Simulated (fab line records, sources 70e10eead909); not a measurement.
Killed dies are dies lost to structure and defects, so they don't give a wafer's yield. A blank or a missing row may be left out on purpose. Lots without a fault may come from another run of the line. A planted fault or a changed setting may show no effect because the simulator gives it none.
Chamber matching | flow nand_harc | NHARC_P_GATE_DESCUM_13 on rie_diel-11: 4 sister chambers
The step chemistry O2, time 3 s. 8 wafers are shown with their chamber, then 10 later ones without.

WAFERS WITH THEIR CHAMBER
wafer  | chamber | showerhead_plenum_p_Torr (Torr) | drypump_motor_current_A (A)
L503.4 | 0       | 1.91                            | 5.3
L505.6 | 1       | 1.88                            | 6.2
L510.3 | 0       | 1.91                            | 5.3
L511.3 | 2       | 2.04                            | 6.4
L511.4 | 3       | 2.07                            | 5.4
L511.6 | 3       | 2.07                            | 5.5
L516.2 | 1       | 1.87                            | 6.1
L516.3 | 2       | 2.04                            | 6.4

WAFERS WITHOUT THEIR CHAMBER
wafer  | showerhead_plenum_p_Torr (Torr) | drypump_motor_current_A (A)
L516.4 | 1.91                            | 5.3
L517.4 | 2.06                            | 5.5
L517.5 | 1.87                            | 6.1
L517.6 | 1.91                            | 5.3
L518.2 | 1.91                            | 5.3
L518.4 | 2.04                            | 6.4
L518.5 | 2.06                            | 5.5
L520.1 | 1.87                            | 6.1
L520.3 | 1.91                            | 5.3
L520.5 | 1.87                            | 6.2

WHICH CHAMBER EACH WENT THROUGH
wafer  | from the rows above | in truth
L516.4 | 0                   | 0
L517.4 | 3                   | 3
L517.5 | 1                   | 1
L517.6 | 0                   | 0
L518.2 | 0                   | 0
L518.4 | 2                   | 2
L518.5 | 3                   | 3
L520.1 | 1                   | 1
L520.3 | 0                   | 0
L520.5 | 1                   | 1
Placed correctly: 10 of 10. Can't be placed from these rows: 0. Placed wrongly: 0.
How it was worked out, from the rows above alone: a wafer's distance from a chamber is the root of the sum, over the readings, of the square of ((its reading less the chamber's mean) divided by the reading's scatter). The wafer belongs to the nearest chamber; if the next one is less than 2 further off, it can't be placed. A chamber's mean is the mean of its shown wafers. The scatter: the root of (the sum of the squares of (reading less its chamber's mean) over the shown wafers, divided by (wafers less chambers)).
